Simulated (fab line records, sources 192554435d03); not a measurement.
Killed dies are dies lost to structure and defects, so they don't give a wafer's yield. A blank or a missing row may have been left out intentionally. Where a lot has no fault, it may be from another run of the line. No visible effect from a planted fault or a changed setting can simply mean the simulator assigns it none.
A struck lot beside a sound one + flow n5 finfet + 19 out of 1938 route steps
Sound: the wafers L718.1, L718.3, L718.5. Wafers struck: L724.1, L724.3, L724.6. Last of all comes the cause.
Order at every step that has rows: each side's tool, ch and its chambers, its first start. Under that, the readings that differ: sound wafers + struck wafers + difference of the means + sigmas: that difference in standard deviations of wafers without a fault.
alike: same words and numbers on both sides, and readings whose means sit less than 2 such deviations apart. not compared: any withheld reading, any reading some wafer has no value for, any bound like >300 that may hide the same value, and any number with overlapping values for which the record gives no deviation.
A row with sigmas, a row that says differs or no value, or rows on one side alone: a step with any of these is where the two part. Non-overlapping numbers with no deviation appear without sigmas and do not part them. A reading missing from all wafers of one side parts the sides only when that side holds two or more wafers.

first, 2 steps without rows for these wafers: N5_BEOL_M15_DESCUM_33 (chemistry O2, time 7.9 s); N5_BEOL_M15_ETCH_61 (etches BARC in N2/H2, target depth 89 nm, overetch 26.7 nm, time 67.9 s).
N5_BEOL_M15_TRENCH_ETCH_34: etches SiO2 in C4F8/O2/Ar, target depth 872.93 nm, time 199 s.
  sound on rie diel-03 ch 0,3, day 13 00:43; struck on rie diel-02 ch 2,3, day 15 12:51
  alike: O2_flow_sccm, drypump motor current A, oes product au, rf vpp V, showerhead plenum p Torr, throttle valve pct
  not compared: rf hours counter h
then, 1 step without rows for these wafers: N5_BEOL_M15_STRIP_36 (strips in O2).
N5_BEOL_M15_STRIP_62: strips in O2.
  sound on rie diel-02 ch 0,1; struck on rie diel-02 ch 3
| reading                     | sound          | struck         | difference | sigmas |
|-----------------------------|----------------|----------------|------------|--------|
| drypump motor current A (A) | 5.5 6.5 5.5    | 5.0 5.1 5.0    | -0.8       | -2     |
| oes product au (a.u.)       | 0.77 0.68 0.77 | 0.92 0.92 0.93 | +0.18      | +2     |
  alike: rf vpp V, showerhead plenum p Torr, throttle valve pct
  not compared: rf hours counter h
then, 5 steps without rows for these wafers: N5_BEOL_M15_STRIP_37 (strips in O2); N5_BEOL_M15_ETCH_38 (etches SiCN in CF4/N2, target depth 106.4 nm, time 120.5 s); N5_BEOL_M15_PRECLEAN_39 (cleans in residue remover, time 60 s); N5_BEOL_M15_SRD_40 (time 30 s, dry time 30 s); N5_BEOL_M15_DEGAS_41 (time 60 s).
N5_BEOL_M15_PRE_CLEAN_42: time 30 s.
  struck on pvd sputter-03, day 15 14:56; sound on pvd sputter-03, day 13 06:14
  alike: heater power w
N5_BEOL_M15_SPUTTER_43: material TaN, target thk 15 nm, time 24.19 s.
  struck on pvd sputter-03, day 15 15:16; sound on pvd sputter-03, day 13 06:17
  alike: throttle valve pct
N5_BEOL_M15_SPUTTER_44: material Ta, target thk 15 nm, time 24.19 s.
  struck on pvd sputter-03, day 15 15:20; sound on pvd sputter-03, day 13 06:22
  alike: throttle valve pct
N5_BEOL_M15_SPUTTER_45: material Cu, target thk 100 nm, time 16.67 s.
  struck on pvd sputter-03, day 15 15:28; sound on pvd sputter-03, day 13 06:26
  alike: throttle valve pct
then, 2 steps without rows for these wafers: N5_BEOL_M15_ECD_47 (material Cu, target thk 1860 nm); N5_BEOL_M15_ANNEAL_48 (time 90 s).
N5_BEOL_M15_CMP_49: polishes, stops on SiO2, t overpolish 4.9 s, target thk 850 nm.
  sound on cmp-01 ch 0,1,3, day 13 07:08; struck on cmp-03 ch 1,2,3, day 15 16:10
| reading                      | sound             | struck            | difference | sigmas |
|------------------------------|-------------------|-------------------|------------|--------|
| barrier field endpoint s (s) | 11.33 11.38 11.02 | 17.03 17.55 16.90 | +5.92      | +21    |
  alike: motor current A, overpolish run s, platen rpm
  not compared: pad life wafers
N5_BEOL_M15_THK_MEAS_50: measures by xrf.
  struck on film metro-02, day 15 16:25; sound on film metro-01, day 13 07:23
  alike: M15_THK
N5_PASSIVATION_PROBE_49:
  struck on prober-02, day 16 05:56; sound on prober-02, day 13 23:43
  alike: defect limited yield, killed_at_M0_to_M3, killed_at_M4_up, killed at contacts, killed at front end, killed at other, killed dies, killed open, killed short, sort_bin_5_function, sort_bin_6_memory, sort n pass, sort yield pct

== WHERE THEY PART ==
Earliest at N5_BEOL_M15_STRIP_62; latest, in this record, at N5_BEOL_M15_CMP_49. Later steps at which nothing parts them and some readings are alike: N5_BEOL_M15_THK_MEAS_50, N5_PASSIVATION_PROBE_49.

WHY: the cause the simulator had injected
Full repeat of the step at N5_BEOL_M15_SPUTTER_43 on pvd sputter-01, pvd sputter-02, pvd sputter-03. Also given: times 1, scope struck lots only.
